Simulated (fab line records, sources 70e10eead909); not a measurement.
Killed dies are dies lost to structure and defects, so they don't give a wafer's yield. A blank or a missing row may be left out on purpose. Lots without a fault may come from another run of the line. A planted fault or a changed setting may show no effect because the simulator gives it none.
A struck lot beside a sound one | flow nand_harc | 14 steps out of a route of 1302
Sound: wafers L981.1, L981.2, L981.4. Struck: wafers L998.2, L998.4, L998.6. The cause comes at the end.
At each step with rows: each side's tool, then ch and its chambers, then its first start. Under that, the readings that differ: sound wafers | struck wafers | difference of the means | sigmas: that difference in standard deviations of wafers without a fault.
alike: readings whose means differ by less than 2 such deviations, and words and numbers that are the same on both sides. not compared: withheld readings, readings that some wafer has no value for, bounds like >300 that may hide the same value, and numbers for which the record gives no deviation and whose values overlap.
The two part at a step that has a row with sigmas, a row that says differs or no value, or rows on one side only. Numbers that don't overlap but have no deviation are shown without sigmas and don't part them. A reading that every wafer of one side lacks parts them only if that side has two wafers or more.

NHARC_P_M2_DEGAS_29: time 60 s.
  sound on pvd_sputter-03, day 6 12:43; struck on pvd_sputter-01, day 13 17:05
  alike: heater_power_w, susceptor_temp_C
then, 1 step without rows for these wafers: NHARC_P_M2_PRE_CLEAN_30 (time 30 s).
NHARC_P_M2_PVD_20: deposits TaN, target thk 5 nm, time 8.06 s.
  sound on pvd_sputter-03; struck on pvd_sputter-01
  alike: bias_v, throttle_valve_pct
NHARC_P_M2_PVD_21: deposits Cu, target thk 30 nm, time 20.49 s.
  sound on pvd_sputter-03; struck on pvd_sputter-01
  alike: throttle_valve_pct
then, 2 steps without rows for these wafers: NHARC_P_M2_ECD_22 (material Cu, target thk 400 nm); NHARC_P_M2_ANNEAL_31 (time 90 s).
NHARC_P_M2_CMP_23: polishes, t overpolish 20 s, target thk 144.3 nm.
  sound on cmp-04 ch 0,1,3, day 6 13:47; struck on cmp-03 ch 1,3, day 13 18:11
  alike: motor_current_A, time_to_endpoint_s
NHARC_P_M2_THK_MEAS_24: measures by xrf.
  sound on film_metro-02, day 6 14:07; struck on film_metro-02, day 13 18:28
  alike: thk_nm
then, 1 step without rows for these wafers: NHARC_P_M2_SRD_25.
NHARC_P_M2_INSPECT_27:
  sound on defect_inspect-01, day 6 14:16; struck on defect_inspect-01, day 13 18:37
  reading          | sound       | struck      | difference | sigmas
  raw_defect_count | 589 283 402 | 201 169 160 | -248       | -2
then, 1 step without rows for these wafers: NHARC_P_M2_PRE_CLEAN_32 (time 12 s).
NHARC_P_M2_DEP_33: deposits SiCN, target thk 30 nm.
  sound on pecvd-02 ch 0,1, day 6 14:27; struck on pecvd-01 ch 0,2, day 13 18:58
  no value came back on the struck wafers for chamber_pressure_Torr (Torr), heater_power_outer_w (W), heater_power_w (W), susceptor_temp_C (C); on the sound wafers chamber_pressure_Torr (Torr) reads 3.001 3.000 3.005
NHARC_P_BONDPAD_DEP_00: deposits SiCN, target thk 250 nm.
  sound on pecvd-03 ch 1,2, day 6 14:49; struck on pecvd-03 ch 0,1, day 13 19:20
  alike: chamber_pressure_Torr, heater_power_outer_w, heater_power_w, susceptor_temp_C
-- the record jumps here: 18 days lie between the struck wafers' starts before and after (it left off in module P_BONDPAD and takes up again in module END, whose first step shown is number 1302 of the route) --
NHARC_END_SORT_01:
  sound on prober-02 ch 0, day 24 03:22; struck on prober-01 ch 0, day 31 14:13
  alike: defect_limited_yield, killed_at_array, killed_at_other, killed_at_periphery, killed_dies, killed_open, killed_short

WHERE THEY PART
First at NHARC_P_M2_INSPECT_27; last, within this record, at NHARC_P_M2_DEP_33. Later steps at which nothing parts them and some readings are alike: NHARC_P_BONDPAD_DEP_00, NHARC_END_SORT_01.

WHY: what the simulator had put in
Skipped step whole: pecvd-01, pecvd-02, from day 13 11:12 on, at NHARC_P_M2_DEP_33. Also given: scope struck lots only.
